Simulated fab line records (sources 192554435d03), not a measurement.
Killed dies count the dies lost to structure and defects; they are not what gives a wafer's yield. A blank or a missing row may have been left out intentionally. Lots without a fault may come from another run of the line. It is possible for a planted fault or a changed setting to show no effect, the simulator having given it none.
Comparing a struck lot with a sound one    flow n5Finfet    18 out of 1938 route steps
Sound: wafers L647.1, L647.2, L647.6. Struck: wafer L645.3. (L645.6 of the same lot was not struck and is left out.) The cause comes at the end.
Per side, at each step with rows, come the tool, then ch with its chambers, and then its first start. Under that, the readings that differ: sound wafers    struck wafers    difference of the means    sigmas: that difference in standard deviations of wafers without a fault.
alike: a reading whose means differ by less than 2 such deviations, as well as words and numbers matching on both sides. not compared: withheld readings; readings where some wafer has no value; bounds like >300 that might hide an equal value; numbers whose values overlap and for which the record gives no deviation.
The two part at a step that has a row with sigmas, a row that says differs or no value, or rows on one side only. Non-overlapping numbers with no deviation appear without sigmas and do not part them. A reading missing from all wafers of one side parts the sides only when that side holds two or more wafers.

N5_DUMMY_GATE_DESCUM_20: chemistry O2, time 6.2 s.
  sound on rieDiel-06 ch 0,1,2, day 7 23:01; struck on rieDiel-01 ch 1, day 7 09:56
reading              sound           struck  difference  sigmas
oesProductAu (a.u.)  0.92 0.73 0.84  0.69    -0.14       -2
  alike: drypumpMotorCurrentA, rfVppV, showerheadPlenumPTorr, throttleValvePct
  not compared: rfHoursCounterH
N5_DUMMY_GATE_ETCH_29: etches underlayer in N2/H2, target depth 13 nm.
  sound on rieDiel-06 ch 0,1,2, day 7 23:04; struck on rieDiel-01 ch 1, day 7 10:01
  alike: drypumpMotorCurrentA, oesProductAu, rfVppV, showerheadPlenumPTorr, throttleValvePct
  not compared: rfHoursCounterH
then, 6 steps without rows for these wafers: N5_DUMMY_GATE_ETCH_36 (etches SiARC in CF4, target depth 13 nm); N5_DUMMY_GATE_ETCH_37 (etches SOC in N2/H2, target depth 60 nm, overetch 30 nm); N5_DUMMY_GATE_STRIP_38 (strips in N2/H2); N5_DUMMY_GATE_STRIP_39 (strips in N2/H2); N5_DUMMY_GATE_TRIM_49 (chemistry O2, time 29 s, target cd 14 nm); N5_DUMMY_GATE_STRIP_40 (strips in CF4).
N5_DUMMY_GATE_CD_MEAS_50 targets a cd of 14 nm.
  sound: cdSem-03 at day 7 23:29; struck: cdSem-03 at day 7 10:19
  alike: cdNm
N5_DUMMY_GATE_ETCH_31: etches SiO2 in C4F6/O2, target depth 82.5 nm, time 27.5 s.
  sound on rieDiel-06 ch 1,3, day 7 23:34; struck on rieDiel-06 ch 1, day 7 10:22
  alike: drypumpMotorCurrentA, oesProductAu, rfVppV, showerheadPlenumPTorr, throttleValvePct
  not compared: rfHoursCounterH
then, 1 step without rows for these wafers: N5_DUMMY_GATE_STRIP_41 (strips in O2).
N5_DUMMY_GATE_HM_OPEN_21: chemistry CH3F/O2, target SiNx, target depth 120 nm, time 171.4 s.
  sound on rieDiel-06 ch 1,3, day 7 23:39; struck on rieDiel-06 ch 1, day 7 10:27
  alike: drypumpMotorCurrentA, oesProductAu, rfVppV, showerheadPlenumPTorr, throttleValvePct
  not compared: rfHoursCounterH
N5_DUMMY_GATE_ETCH_32: etches SiO2 in CF4, target depth 3.5 nm, time 3.9 s.
  sound on rieSi-03 ch 1,2,3, day 7 23:49; struck on rieSi-05 ch 3, day 7 10:37
reading                                       sound              struck  difference  sigmas
oesProductAu (a.u.)                           1.003 0.990 1.017  1.246   +0.243      +15
throttleValvePct (%)                          21.6 21.9 21.9     22.5    +0.7        +2
model.etch.depthNm (nm)                       3.546 3.451 3.548  4.918   +1.403      
model.SiO2_of_DUMMY_GATE_PECVD_30.thkNm (nm)  41.4 40.6 41.6     39.4    -1.8        
  alike: drypumpMotorCurrentA
  not compared: rfHoursCounterH
N5_DUMMY_GATE_ETCH_23: etches poly-Si in HBr/Cl2/O2, target depth 41 nm, time 22.3 s.
  sound on rieSi-03 ch 1,2,3, day 7 23:50; struck on rieSi-05 ch 3, day 7 10:39
  alike: drypumpMotorCurrentA, oesProductAu, throttleValvePct
  not compared: rfHoursCounterH
N5_DUMMY_GATE_ETCH_44: etches poly-Si in HBr/O2, stops on SiO2, target depth 127.5 nm.
  sound on rieSi-03 ch 1,2,3, day 7 23:54; struck on rieSi-05 ch 3, day 7 10:42
reading                                       sound              struck  difference  sigmas
throttleValvePct (%)                          18.42 18.58 18.51  19.07   +0.57       +2
model.SiO2_of_DUMMY_GATE_PECVD_30.thkNm (nm)  38 37 38           35.6    -2.1        
  alike: drypumpMotorCurrentA, oesProductAu
  not compared: rfHoursCounterH
N5_DUMMY_GATE_CD_MEAS_24 targets a cd of 15 nm.
  sound: cdSem-01 at day 8 00:00; struck: cdSem-02 at day 7 10:49
  alike: cdNm
-- the record jumps here: 6 days lie between the struck wafers' starts before and after (it left off in module DUMMY_GATE and takes up again in module BEOL_M4, whose first step shown is number 1111 of the route) --
N5_BEOL_M4_RC_MEAS_101:
  sound on prober-01 ch 0, day 13 01:22; struck on prober-02 ch 0, day 13 19:52
reading    sound           struck  difference  sigmas
VT_P (mV)  -253 -253 -255  -245    +9          +3
  alike: DIBL_N, DIBL_P, IOFF_N, IOFF_P, ION_N, ION_P, SS_N, SS_P, VT_N
next, for these wafers, 1 step has no rows: N5_PASSIVATION_PROBE_49.

## WHERE THEY PART
Last at N5_BEOL_M4_RC_MEAS_101 as far as this record goes, first at N5_DUMMY_GATE_DESCUM_20.

WHY: what had been put in by the simulator
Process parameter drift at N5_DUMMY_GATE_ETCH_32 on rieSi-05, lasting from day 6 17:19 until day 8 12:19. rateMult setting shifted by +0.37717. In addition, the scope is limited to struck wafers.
